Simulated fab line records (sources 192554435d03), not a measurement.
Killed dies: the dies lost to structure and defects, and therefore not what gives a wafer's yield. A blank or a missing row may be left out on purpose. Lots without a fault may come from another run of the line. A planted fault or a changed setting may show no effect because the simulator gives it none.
Split-lot study    flow n5Finfet    21 wafers read across 7 lots, on a route 1938 steps long

ABOUT THE SPLIT
At N5_BEOL_M15_EXPOSE_07 (exposes mask V14), the setting doseMj was moved away from the recipe's 41.25 on 5 of the 21 wafers read, by -6.9% to -4.9%. All remaining wafers had this setting at the recipe value.

FROM THE SPLIT TO THE READING: what the file shows between them, 11 steps
- N5_BEOL_M15_PEB_08: peb time 90 s
- N5_BEOL_M15_DEVELOP_09: develop time 45 s
- N5_BEOL_M15_HARDBAKE_14: time 120 s
- N5_BEOL_M15_CD_MEAS_10: target cd 360 nm
- N5_BEOL_M15_DESCUM_15: chemistry O2, time 7.9 s
- N5_BEOL_M15_ETCH_59: etches BARC in N2/H2, target depth 89 nm, overetch 26.7 nm, time 67.9 s
- N5_BEOL_M15_VIA_ETCH_16: etches SiO2 in C4F8/O2/Ar, target depth 1792.2 nm
- N5_BEOL_M15_STRIP_63: strips in O2
- N5_BEOL_M15_STRIP_64: strips in O2
- N5_BEOL_M15_STRIP_65: strips in post etch residue remover, time 60 s
- N5_BEOL_M15_SRD_66: time 30 s, dry time 30 s

THE READING
cdNm at N5_BEOL_M15_CD_MEAS_17, given in nm (cd target 360 nm). A value of 359.5 nm with a standard deviation of 1.9 nm is what fault-free wafers of this fab line usually give.

wafer   tool, chamber at the split  doseMj as run  against the recipe  cdNm, nm  against lot-mates on the recipe
L076.1  krfScanner-02, 0            41.25          recipe              356.0     -
L076.2  krfScanner-02, 0            41.25          recipe              359.1     -
L076.6  krfScanner-02, 0            41.25          recipe              361.1     -
L074.3  krfScanner-01, 0            41.25          recipe              358.1     -
L074.4  krfScanner-01, 0            38.94          -5.6%               352.3     -8.3
L074.6  krfScanner-01, 0            41.25          recipe              363.2     -
L078.1  krfScanner-01, 0            41.25          recipe              359.7     -
L078.3  krfScanner-01, 0            41.25          recipe              359.3     -
L078.5  krfScanner-01, 0            41.25          recipe              360.3     -
L086.3  krfScanner-01, 0            41.25          recipe              359.9     -
L086.4  krfScanner-01, 0            38.94          -5.6%               349.7     -9.8
L086.5  krfScanner-01, 0            41.25          recipe              359.0     -
L095.4  krfScanner-01, 0            41.25          recipe              359.1     -
L095.5  krfScanner-01, 0            38.4           -6.9%               348.8     -8.9
L095.6  krfScanner-01, 0            41.25          recipe              356.3     -
L093.4  krfScanner-02, 0            41.25          recipe              357.0     -
L093.5  krfScanner-02, 0            41.25          recipe              360.3     -
L093.6  krfScanner-02, 0            41.25          recipe              358.5     -
L097.1  krfScanner-01, 0            39.22          -4.9%               350.3     -6.2
L097.3  krfScanner-01, 0            41.25          recipe              356.5     -
L097.6  krfScanner-01, 0            39.22          -4.9%               347.5     -9.0

FIT RESULTS
A straight line over all 21 wafers: cdNm changes by +1.62 nm for each +1% of doseMj; r = +0.90; the points scatter about the line by 2 nm.
The same after taking each lot's own level away (the mean of its wafers on the recipe; 21 wafers): +1.49 nm for each +1%; r = +0.93; scatter 1.5 nm.
That fit puts the effect of the largest move of doseMj on the reading at 10 nm.
The lots' own levels span 356.50 to 360.65 nm, that is 2.2 times the standard deviation above.
The two slopes are in agreement: the lot-to-lot level therefore moves the slope only a little.
Check: -11 nm against its lot-mates is what the line predicts for one of the wafers moved furthest among these (-6.9%) when that wafer is left out of the fit. Against them it came out at -8.9 nm.

THE WHOLE CHAIN: every reading that the file lists as answering this split, in the file's order
step                    what it does      reading  change (the file's fit)               r (the file's)
N5_BEOL_M15_CD_MEAS_10  target cd 360 nm  cdNm     +1.34 nm for each +1% of the setting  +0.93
N5_BEOL_M15_CD_MEAS_17  target cd 360 nm  cdNm     +1.49 nm for each +1% of the setting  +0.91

THE FILE'S OWN FIT
cdNm changes by +1.49 nm for each +1% of doseMj, r = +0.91.
